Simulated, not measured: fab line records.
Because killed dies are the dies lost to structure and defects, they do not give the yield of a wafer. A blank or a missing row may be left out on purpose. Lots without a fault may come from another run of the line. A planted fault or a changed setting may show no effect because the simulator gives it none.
Struck lot and sound lot, side by side | flow nand-harc | 43 out of 1159 route steps
Sound: the wafers L421.1, L421.3, L421.4. Struck: wafer L431.1. Last of all comes the cause.
For every step that has rows: the tool of each side, followed by ch and its chambers, followed by its first start. Under that, the readings that differ: sound wafers | struck wafers | difference of the means | sigmas: that difference in standard deviations of wafers without a fault.
alike: words and numbers the same on both sides, and readings whose means are apart by under 2 such deviations; not compared: readings that were withheld, readings missing a value for some wafer, numbers with overlapping values and no deviation given by the record, and bounds like >300 which may hide the same value.
Wherever a step has rows on one side only, a row that says differs or no value, or a row with sigmas, the two part there. Numbers that don't overlap but have no deviation are shown without sigmas and don't part them. A reading missing from all wafers of one side parts the sides only when that side holds two or more wafers.

first, 2 steps without rows for these wafers: NHARC_A_M1_STRIP_19 (strips in post etch residue remover, time 600 s); NHARC_A_M1_DEGAS_29 (time 60 s).
NHARC_A_M1_PRE_CLEAN_30: time 30 s.
  sound on pvd-sputter-01; struck on pvd-sputter-02
  alike: heater-power-w
then, 4 steps without rows for these wafers: NHARC_A_M1_PVD_20 (deposits TaN, target thk 5 nm, time 8.06 s); NHARC_A_M1_PVD_21 (deposits Cu, target thk 30 nm, time 20.49 s); NHARC_A_M1_ECD_22 (material Cu, target thk 400 nm); NHARC_A_M1_ANNEAL_31 (time 90 s).
NHARC_A_M1_CMP_23: polishes, t overpolish 20 s, target thk 154.34 nm.
  sound on cmp-04 ch 0,2,3, day 18 00:19; struck on cmp-02 ch 1, day 20 23:17
  alike: motor-current-A, time-to-endpoint-s
NHARC_A_M1_THK_MEAS_24: measures by xrf.
  sound: film-metro-01 at day 18 00:38; struck: film-metro-02 at day 20 23:33
  alike: thk-nm
then, 1 step without rows for these wafers: NHARC_A_M1_SRD_25.
NHARC_A_M1_INSPECT_27:
  sound: defect-inspect-01 at day 18 00:49; struck: defect-inspect-01 at day 20 23:44
  alike: raw-defect-count
NHARC_A_M1_PRE_CLEAN_32: time 12 s.
  sound on pecvd-01 ch 0,1, day 18 00:53; struck on pecvd-02 ch 0, day 20 23:49
  alike: heater-power-w
NHARC_A_M1_DEP_33: deposits SiCN, target thk 30 nm.
  sound on pecvd-01 ch 0,1, day 18 00:58; struck on pecvd-02 ch 0, day 20 23:55
  alike: heater-power-w
then, 2 steps without rows for these wafers: NHARC_A_BONDPAD_DEP_00 (deposits SiCN, target thk 250 nm); NHARC_A_BONDPAD_CMP_29 (polishes SiCN, target thk 200 nm).
NHARC_A_BONDPAD_THK_MEAS_30: measures by ellipsometry.
  sound: film-metro-02 at day 18 02:11; struck: film-metro-02 at day 21 01:05
  alike: thk-nm
then, 10 steps without rows for these wafers: NHARC_A_BONDPAD_SRD_31; NHARC_A_BONDPAD_DEHYDRATE_01 (time 120 s); NHARC_A_BONDPAD_HMDS_02 (time 30 s); NHARC_A_BONDPAD_COAT_33 (time 65 s); NHARC_A_BONDPAD_COAT_03 (resist thk 600 nm); NHARC_A_BONDPAD_SOFTBAKE_04 (time 70 s); NHARC_A_BONDPAD_EBR_05; NHARC_A_BONDPAD_EXPOSE_06 (exposes mask A BPAD); NHARC_A_BONDPAD_PEB_07 (peb time 80 s); NHARC_A_BONDPAD_DEVELOP_08 (time 50 s).
NHARC_A_BONDPAD_CD_MEAS_09: the cd target is 500 nm.
  sound on cd-sem-02 ch 0, day 18 02:47; struck on cd-sem-01 ch 0, day 21 01:41
  alike: cd-nm
NHARC_A_BONDPAD_OVL_MEAS_35:
  sound: overlay-02 at day 18 02:53; struck: overlay-02 at day 21 01:46
  reading           | sound    | struck | difference | sigmas
  overlay-x-nm (nm) | -1 -1 -1 | 15     | +16        | +2
  alike: overlay-y-nm
then, 3 steps without rows for these wafers: NHARC_A_BONDPAD_HARDBAKE_10 (time 65 s); NHARC_A_BONDPAD_DESCUM_11 (chemistry O2, time 3 s); NHARC_A_BONDPAD_ETCH_34 (etches the open film in N2/H2, target depth 60 nm, overetch 18 nm, time 65.91 s).
NHARC_A_BONDPAD_ETCH_12: etches the open film in CHF3/O2, target depth 220 nm, time 110 s.
  sound on rie-diel-07 ch 1,2,3; struck on rie-diel-07 ch 2
  reading                | sound             | struck | difference | sigmas
  oes-product-au (a.u.)  | 0.987 0.974 0.976 | 0.918  | -0.061     | -3
  rf-hours-counter-h (h) | 6 6 6             | 2      | -4         |
  alike: drypump-motor-current-A, rf-vpp-V, showerhead-plenum-p-Torr, throttle-valve-pct
NHARC_A_BONDPAD_CD_MEAS_13:
  sound: cd-sem-03 at day 18 03:19; struck: cd-sem-03 at day 21 02:16
  alike: cd-nm
then, 3 steps without rows for these wafers: NHARC_A_BONDPAD_STRIP_15 (strips in O2); NHARC_A_BONDPAD_ETCH_24 (etches the open film in CF4/N2, target depth 30 nm, time 72.99 s); NHARC_A_BONDPAD_STRIP_16 (strips in post etch residue remover, time 600 s).
NHARC_A_BONDPAD_DEGAS_25: time 60 s.
  sound: pvd-sputter-02 at day 18 03:59; struck: pvd-sputter-01 at day 21 02:58
  alike: heater-power-w
then, 4 steps without rows for these wafers: NHARC_A_BONDPAD_PRE_CLEAN_26 (time 30 s); NHARC_A_BONDPAD_PVD_17 (deposits TaN, target thk 5 nm, time 8.06 s); NHARC_A_BONDPAD_PVD_27 (deposits Cu, target thk 30 nm, time 20.49 s); NHARC_A_BONDPAD_ECD_18 (material Cu, target thk 400 nm).
NHARC_END_WLT_00:
  sound: prober-02 at day 19 07:06; struck: prober-02 at day 22 10:10
  reading                           | sound             | struck | difference | sigmas
  VT_DECK1_BOTTOM                   | 0.869 0.874 0.867 | 0.888  | +0.018     | +2
  VT_DECK1_BOTTOM_INNER             | 0.865 0.870 0.876 | 0.902  | +0.032     | +5
  VT_DECK1_MEDIAN_NEAR_BOTTOM       | 0.870 0.881 0.867 | 0.903  | +0.030     | +4
  VT_DECK1_MEDIAN_NEAR_BOTTOM_INNER | 0.872 0.875 0.868 | 0.894  | +0.022     | +3
  VT_DECK1_MIDDLE                   | 0.875 0.886 0.880 | 0.911  | +0.031     | +4
  VT_DECK1_MIDDLE_INNER             | 0.885 0.881 0.879 | 0.898  | +0.016     | +2
  VT_DECK1_TOP                      | 0.890 0.895 0.895 | 0.912  | +0.019     | +2
  VT_DECK1_TOP_INNER                | 0.889 0.895 0.887 | 0.914  | +0.024     | +3
NHARC_END_SORT_01:
  only the struck wafers appear in the record here, on prober-02 ch 0 at day 22 13:08; the sound ones have no rows

== WHERE THEY PART ==
Earliest at NHARC_A_BONDPAD_OVL_MEAS_35; latest, in this record, at NHARC_END_SORT_01.

WHY: whatever the simulator had introduced
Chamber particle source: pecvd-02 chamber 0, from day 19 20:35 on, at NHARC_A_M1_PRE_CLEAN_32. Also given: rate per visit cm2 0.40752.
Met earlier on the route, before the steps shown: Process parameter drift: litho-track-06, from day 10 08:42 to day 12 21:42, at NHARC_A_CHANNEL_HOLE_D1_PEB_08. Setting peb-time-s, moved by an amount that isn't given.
